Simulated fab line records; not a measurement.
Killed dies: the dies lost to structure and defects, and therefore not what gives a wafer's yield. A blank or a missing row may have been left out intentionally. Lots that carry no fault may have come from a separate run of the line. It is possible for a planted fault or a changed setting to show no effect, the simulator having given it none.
fab line records	flow nand-harc
[record] lots = 6	wafers = 18	last-day = 34
route steps=1302 shown P_BONDPAD@364
lots that met no fault: from a run of the same line without faults
start-h: start of the lot's first displayed wafer, in hours after the record's first day	wait-h: how many hours have passed since the lot's step before this one	" same as the row above	L1.1+2: several wafers, shown together as one row	- value missing, or start not given	* or withheld: withheld	< > ~ a bound
route shown NAME@n: names a module that has steps shown in the file, with the first one's number in the route	usual: the fault-free wafers' mean and standard deviation	same: alike in all rows	chamber/n: place in a boat	sites: per-site readings	_std_site: the standard deviation of these	_edge_site: the outer-site mean with the inner-site mean subtracted	radius-mm: for every site, how far away it sits from the centre of the wafer	mask NAME#n: copy n	behind: the tool/chamber that last shaped the wafer	hold: why the lot was held/for how many hours/how that ended	device: which transistor (n, p or np) failed to switch	end of line: tests of these same wafers at the route's end	where a step has no rows: the recipe by itself	killed: not the wafer's yield, but the dies lost to structure and defects at the first sort	map: per-die view of a wafer (x killed, . not killed, _ where there is no die)
set.NAME: setting as actually run; set.NAME@STEP: the setting as run at that earlier step	model.NAME: the simulator's own value behind a step, which no gauge read
certain route steps with their lots: each step a table, each wafer a row
services: when a tool's chamber went out of use (start-h, in hours from the record's first day, below 0 if earlier), for how many hours, and the reason
[[steps]]
[step NHARC_P_BONDPAD_CD_MEAS_09]
[recipe] target-cd-nm = 500	landing-energy-ev = 500
[usual] cd-nm = 500.0/2.1
[same] landing-energy-ev = 500
lot.wafer	tool	chamber	start-h	wait-h	cd-nm
L909.2	cd-sem-01	0	270.87	-	498.5
L909.4	"	0	"	"	497.1
L909.6	"	0	"	"	499.1
L911.1	cd-sem-02	0	280.65	-	500.9
L911.2	"	0	"	"	502.5
L911.4	"	0	"	"	502.6
L910.2	cd-sem-02	0	282.08	-	498.7
L910.4	"	0	"	"	500.7
L910.5	"	0	"	"	496.7
L913.2	cd-sem-03	0	303.07	-	502.6
L913.4	"	0	"	"	501.7
L913.5	"	0	"	"	500.4
L917.2	cd-sem-03	0	344.51	-	501.8
L917.3	"	0	"	"	498.2
L917.6	"	0	"	"	501.2
L918.1	cd-sem-02	0	359.04	-	500.0
L918.4	"	0	"	"	501.3
L918.6	"	0	"	"	502.4
[step NHARC_P_BONDPAD_OVL_MEAS_38]
[usual] overlay-x-nm = -2/4.6	overlay-y-nm = 1/5.8
lot.wafer	tool	chamber	start-h	wait-h	overlay-x-nm	overlay-y-nm
L909.2	overlay-01	-	270.95	-	-4	8
L909.4	"	-	"	"	-4	8
L909.6	"	-	"	"	-3	7
L911.1	overlay-01	-	280.74	-	-5	-5
L911.2	"	-	"	"	-5	-6
L911.4	"	-	"	"	-5	-5
L910.2	overlay-02	-	282.17	-	-6	11
L910.4	"	-	"	"	-5	11
L910.5	"	-	"	"	-5	11
L913.2	overlay-02	-	303.16	-	2	2
L913.4	"	-	"	"	2	2
L913.5	"	-	"	"	1	2
L917.2	overlay-02	-	344.60	-	-1	6
L917.3	"	-	"	"	-2	5
L917.6	"	-	"	"	-1	6
L918.1	overlay-01	-	359.13	-	-9	-3
L918.4	"	-	"	"	-9	-3
L918.6	"	-	"	"	-9	-3
[step NHARC_P_BONDPAD_HARDBAKE_10]
[recipe] temp-c = 118	time-s = 65
[step NHARC_P_BONDPAD_DESCUM_11]
[recipe] time-s = 3	o2-flow-sccm = 200	ar-flow-sccm = 0	bias-power-w = 0	chemistry = O2
[step NHARC_P_BONDPAD_ETCH_37]
[recipe] target-depth-a = 600	overetch-a = 180	time-s = 65.91	ion-energy-ev = 200	n2-flow-sccm = 150	h2-flow-sccm = 150	ar-flow-sccm = 0	rf-w = 400	bias-w = 150	chemistry = N2/H2
[step NHARC_P_BONDPAD_ETCH_12]
[recipe] target-depth-a = 2000	time-s = 100	chf3-flow-sccm = 50	o2-flow-sccm = 10	ar-flow-sccm = 200	rf-w = 500	bias-w = 200	chemistry = CHF3/O2
[step NHARC_P_BONDPAD_CD_MEAS_13]
[usual] cd-nm = 499.3/2.3
lot.wafer	tool	chamber	start-h	wait-h	cd-nm
L909.2	cd-sem-01	-	271.44	-	497.2
L909.4	"	-	"	"	497.0
L909.6	"	-	"	"	497.3
L911.1	cd-sem-01	-	281.19	-	500.5
L911.2	"	-	"	"	502.3
L911.4	"	-	"	"	501.8
L910.2	cd-sem-03	-	282.61	-	496.7
L910.4	"	-	"	"	500.4
L910.5	"	-	"	"	496.9
L913.2	cd-sem-03	-	303.61	-	502.7
L913.4	"	-	"	"	501.9
L913.5	"	-	"	"	499.3
L917.2	cd-sem-03	-	345.04	-	501.5
L917.3	"	-	"	"	496.2
L917.6	"	-	"	"	500.0
L918.1	cd-sem-01	-	359.57	-	498.1
L918.4	"	-	"	"	501.9
L918.6	"	-	"	"	501.7
[step NHARC_P_BONDPAD_STRIP_15]
[recipe] o2-flow-sccm = 500	ar-flow-sccm = 0	bias-w = 0	chemistry = O2
[usual] drypump-motor-current-A = 5.7/0.5	oes-product-au = 0.999/0.01	rf-vpp-V = 57.8/0.96	showerhead-plenum-p-Torr = 3.55/0.12	throttle-valve-pct = 17.037/0.0083
lot.wafer	tool	chamber	start-h	wait-h	drypump-motor-current-A	oes-product-au	rf-hours-counter-h	rf-vpp-V	showerhead-plenum-p-Torr	throttle-valve-pct
L909.2	rie-diel-02	1	271.52	0.1	6.1	1.003	2.1	58.7	3.68	17.051
L909.6	"	1	"	"	6.1	1.005	-	58.0	3.68	17.029
L909.4	"	3	"	"	6.5	1.015	-	57.5	3.66	17.046
L911.2	rie-diel-02	2	281.28	0.1	4.9	0.996	2.4	56.6	3.50	17.037
L911.1	"	3	"	"	6.5	1.013	2.8	58.3	3.66	17.035
L911.4	"	2	"	"	4.9	0.992	-	58.4	3.50	17.034
L910.2	rie-diel-02	3	282.68	0.1	6.4	1.007	2.9	59.4	3.66	17.036
L910.4	"	1	"	"	6.1	1.001	-	58.3	3.68	17.036
L910.5	"	2	"	"	4.9	0.990	-	57.3	3.50	17.041
L913.2	rie-diel-02	0	303.71	0.1	5.1	0.992	3.0	56.6	3.37	17.029
L913.4	"	1	"	"	6.1	1.016	4.4	58.5	3.68	17.037
L913.5	"	2	"	"	4.9	0.995	-	57.4	3.50	17.050
L917.2	rie-diel-02	0	345.13	0.1	5.1	1.008	5.9	57.3	3.36	17.034
L917.3	"	1	"	"	6.1	1.005	7.5	58.8	3.67	17.036
L917.6	"	3	"	"	6.5	1.013	-	58.3	3.66	17.049
L918.1	rie-diel-03	3	359.65	0.1	6.1	0.998	4.0	58.2	3.35	17.035
L918.4	"	0	"	"	5.5	0.998	3.8	57.4	3.59	17.031
L918.6	"	0	"	"	5.5	1.003	-	59.4	3.59	17.021
[step NHARC_P_BONDPAD_ETCH_24]
[recipe] target-depth-a = 300	over-etch-frac = 0.3	time-s = 72.99	ion-energy-ev = 150	cf4-flow-sccm = 50	n2-flow-sccm = 100	ar-flow-sccm = 150	rf-w = 300	bias-w = 100	chemistry = CF4/N2
[usual] cf4-flow-sccm = 50.02/0.16	drypump-motor-current-A = 5.7/0.49	oes-product-au = 0.999/0.0097	rf-vpp-V = 314.5/1.9	showerhead-plenum-p-Torr = 2.64/0.093	throttle-valve-pct = 19.795/0.0093
lot.wafer	tool	chamber	start-h	wait-h	cf4-flow-sccm	drypump-motor-current-A	oes-product-au	rf-hours-counter-h	rf-vpp-V	showerhead-plenum-p-Torr	throttle-valve-pct
L909.2	rie-diel-02	2	271.71	0.2	49.88	4.9	0.984	2.2	314.4	2.61	19.794
L909.6	"	1	"	"	50.11	6.0	1.006	-	317.2	2.74	19.790
L909.4	"	3	"	"	49.99	6.5	1.006	-	316.2	2.73	19.785
L911.2	rie-diel-02	1	281.45	0.1	49.84	6.1	1.011	2.3	317.0	2.74	19.807
L911.1	"	2	"	"	50.21	4.9	0.989	2.5	312.8	2.61	19.796
L911.4	"	3	"	"	50.14	6.5	1.018	-	315.7	2.73	19.794
L910.2	rie-diel-02	3	282.88	0.2	49.94	6.4	1.013	2.9	315.8	2.73	19.786
L910.4	"	1	"	"	50.07	6.1	1.002	-	318.2	2.74	19.804
L910.5	"	3	"	"	50.02	6.5	1.014	-	315.5	2.73	19.792
L913.2	rie-diel-02	3	-	-	49.87	6.5	1.009	4.5	316.1	2.73	19.812
L913.4	"	0	"	"	49.90	5.1	0.996	3.0	311.7	2.50	19.790
L913.5	"	2	"	"	50.12	4.9	1.001	-	313.5	2.61	19.791
L917.3	rie-diel-02	3	-	-	50.12	6.5	1.004	7.2	317.3	2.73	19.809
L917.2	"	0	"	"	50.09	5.1	0.986	5.9	312.2	2.50	19.811
L917.6	"	3	"	"	50.20	6.5	1.007	-	314.7	2.73	19.803
L918.4	rie-diel-03	2	-	-	49.66	6.0	0.976	3.7	315.1	2.66	19.783
L918.1	"	3	"	"	49.69	6.1	0.992	4.1	311.3	2.49	19.812
L918.6	"	3	"	"	49.85	6.1	0.993	-	310.3	2.49	19.773
[step NHARC_P_BONDPAD_STRIP_16]
[recipe] time-s = 600	temp-c = 30	chemistry = post-etch-residue-remover
[step NHARC_P_BONDPAD_DEGAS_25]
[recipe] temp-c = 300	time-s = 60
[usual] heater-power-w = 485/62
lot.wafer	tool	chamber	start-h	wait-h	heater-power-w
L909.2	pvd-sputter-01	-	272.16	-	359
L909.4	"	-	"	"	424
L909.6	"	-	"	"	425
L911.2	pvd-sputter-03	-	281.86	-	533
L911.1	"	-	"	"	563
L911.4	"	-	"	"	421
L910.2	pvd-sputter-03	-	283.28	-	542
L910.4	"	-	"	"	533
L910.5	"	-	"	"	538
L913.4	pvd-sputter-03	-	304.24	-	505
L913.2	"	-	"	"	545
L913.5	"	-	"	"	501
L917.2	pvd-sputter-03	-	345.67	-	430
L917.3	"	-	"	"	559
L917.6	"	-	"	"	419
L918.1	pvd-sputter-01	-	360.20	-	423
L918.4	"	-	"	"	443
L918.6	"	-	"	"	428
[step NHARC_P_BONDPAD_PRE_CLEAN_26]
[recipe] time-s = 30	temp-c = 280	gas = H2/He
[usual] heater-power-w = 428/56
lot.wafer	tool	chamber	start-h	wait-h	heater-power-w
L909.2	pvd-sputter-01	-	-	-	369
L909.4	"	-	"	"	376
L909.6	"	-	"	"	318
L911.2	pvd-sputter-03	-	-	-	439
L911.1	"	-	"	"	476
L911.4	"	-	"	"	378
L910.2	pvd-sputter-03	-	-	-	372
L910.4	"	-	"	"	466
L910.5	"	-	"	"	436
L913.2	pvd-sputter-03	-	-	-	439
L913.4	"	-	"	"	463
L913.5	"	-	"	"	446
L917.2	pvd-sputter-03	-	-	-	473
L917.3	"	-	"	"	376
L917.6	"	-	"	"	437
L918.4	pvd-sputter-01	-	-	-	378
L918.1	"	-	"	"	315
L918.6	"	-	"	"	384
[step NHARC_P_BONDPAD_PVD_17]
[recipe] target-thk-a = 50	bias-v = 168.6	power-w = 15000	chamber-pressure-pa = 0.12	time-s = 8.06	substrate-temp-c = 50	material = TaN
[usual] bias-v = 168.7/1.7	cathode-dc-power-W = 15000/2.6	chamber-pressure-pa = 0.12003/0.00025	throttle-valve-pct = 29.4/0.9
lot.wafer	tool	chamber	start-h	wait-h	bias-v	cathode-dc-power-W	chamber-pressure-pa	throttle-valve-pct
L909.2	pvd-sputter-01	-	272.26	-	170.6	14999	0.12027	29.5
L909.4	"	-	"	"	170.4	14998	0.12005	31.2
L909.6	"	-	"	"	169.1	15001	0.12004	31.2
L911.1	pvd-sputter-03	-	281.97	-	-	-	-	-
L911.4	"	-	"	"	-	-	-	-
L911.2	"	-	"	"	-	-	-	-
L910.4	pvd-sputter-03	-	283.38	-	-	-	-	-
L910.2	"	-	"	"	-	-	-	-
L910.5	"	-	"	"	-	-	-	-
L913.4	pvd-sputter-03	-	304.37	-	166.2	15001	0.12002	28.6
L913.2	"	-	"	"	168.0	14995	0.12029	29.0
L913.5	"	-	"	"	170.3	15001	0.11987	29.4
L917.3	pvd-sputter-03	-	345.80	-	169.6	15000	0.12044	29.6
L917.2	"	-	"	"	169.8	14998	0.12032	29.7
L917.6	"	-	"	"	173.0	15000	0.12027	28.6
L918.1	pvd-sputter-01	-	360.31	-	168.3	14999	0.1204	31.0
L918.4	"	-	"	"	170.0	14996	0.1198	30.1
L918.6	"	-	"	"	167.0	15003	0.1203	31.5
[step NHARC_P_BONDPAD_PVD_27]
[recipe] target-thk-a = 300	chamber-pressure-pa = 5	power-w = 5000	substrate-temp-c = 30	time-s = 20.49	material = Cu
[usual] cathode-dc-power-W = 4999.9/0.88	chamber-pressure-pa = 5.001/0.0094	throttle-valve-pct = 29.5/0.86
lot.wafer	tool	chamber	start-h	wait-h	cathode-dc-power-W	chamber-pressure-pa	throttle-valve-pct
L909.2	pvd-sputter-01	-	-	-	4999.9	5.002	29.4
L909.4	"	-	"	"	4999.5	5.005	30.1
L909.6	"	-	"	"	5001.4	4.999	31.4
L911.4	pvd-sputter-03	-	-	-	5000.4	4.998	29.8
L911.2	"	-	"	"	5000.9	5.014	28.8
L911.1	"	-	"	"	4998.5	4.990	29.5
L910.4	pvd-sputter-03	-	-	-	5001.9	4.990	29.2
L910.2	"	-	"	"	4999.8	4.998	28.6
L910.5	"	-	"	"	5000.6	4.988	28.9
L913.2	pvd-sputter-03	-	-	-	4998.4	4.987	28.6
L913.4	"	-	"	"	4999.9	5.003	29.8
L913.5	"	-	"	"	4997.8	4.998	28.8
L917.3	pvd-sputter-03	-	-	-	5000.3	4.999	29.2
L917.2	"	-	"	"	4999.6	5.028	28.6
L917.6	"	-	"	"	4999.3	4.989	29.7
L918.4	pvd-sputter-01	-	-	-	4999.7	5.008	31.0
L918.1	"	-	"	"	4999.2	4.984	30.0
L918.6	"	-	"	"	5000.1	5.012	29.0
[[services]]
tool	chamber	start-h	hours	kind
rie-diel-02	0	250.20	-	clean
rie-diel-02	1	250.20	-	clean
rie-diel-02	2	250.20	-	clean
rie-diel-02	3	250.20	-	clean
rie-diel-03	3	263.48	7.2	repair
rie-diel-02	0	271.24	21.4	repair
rie-diel-02	1	274.70	-	clean
rie-diel-02	2	274.70	-	clean
rie-diel-02	3	274.70	-	clean
rie-diel-03	-	281.30	9.0	pm
rie-diel-03	3	298.58	2.8	repair
rie-diel-02	0	299.20	-	clean
rie-diel-02	1	299.20	-	clean
rie-diel-02	2	299.20	-	clean
rie-diel-02	3	299.20	-	clean
pvd-sputter-03	-	322.28	5.8	repair
rie-diel-02	0	323.70	-	clean
rie-diel-02	1	323.70	-	clean
rie-diel-02	2	323.70	-	clean
rie-diel-02	3	323.70	-	clean
rie-diel-02	0	348.20	-	clean
rie-diel-02	1	348.20	-	clean
pvd-sputter-03	-	348.24	10.0	pm
pvd-sputter-01	-	349.07	8.2	repair
[[key]]
[first-sign] step = NHARC_P_BONDPAD_PVD_17	reading = tool-record	direction = missing
effect none on later readings
met-at NHARC_P_BONDPAD_PVD_17
struck-wafers L910.2,L910.4,L910.5,L911.1,L911.2,L911.4
later-rows-left-out L910.2,L910.4,L910.5,L911.1,L911.2,L911.4
sort-left-out L910.2,L910.4,L910.5,L911.1,L911.2,L911.4
[fault] kind = skipped-step-whole	tool = pvd-sputter-03	chamber = -	onset-h = 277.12	steps = NHARC_P_BONDPAD_PVD_17	scope = struck-lots-only
// sort-left-out: the simulated sort isn't trusted on such a fault, so these wafers' sort isn't shown, and their yield isn't known
// later-rows-left-out: the simulator's readings of these wafers behind a module that went badly wrong aren't trusted and aren't shown, but for the sort
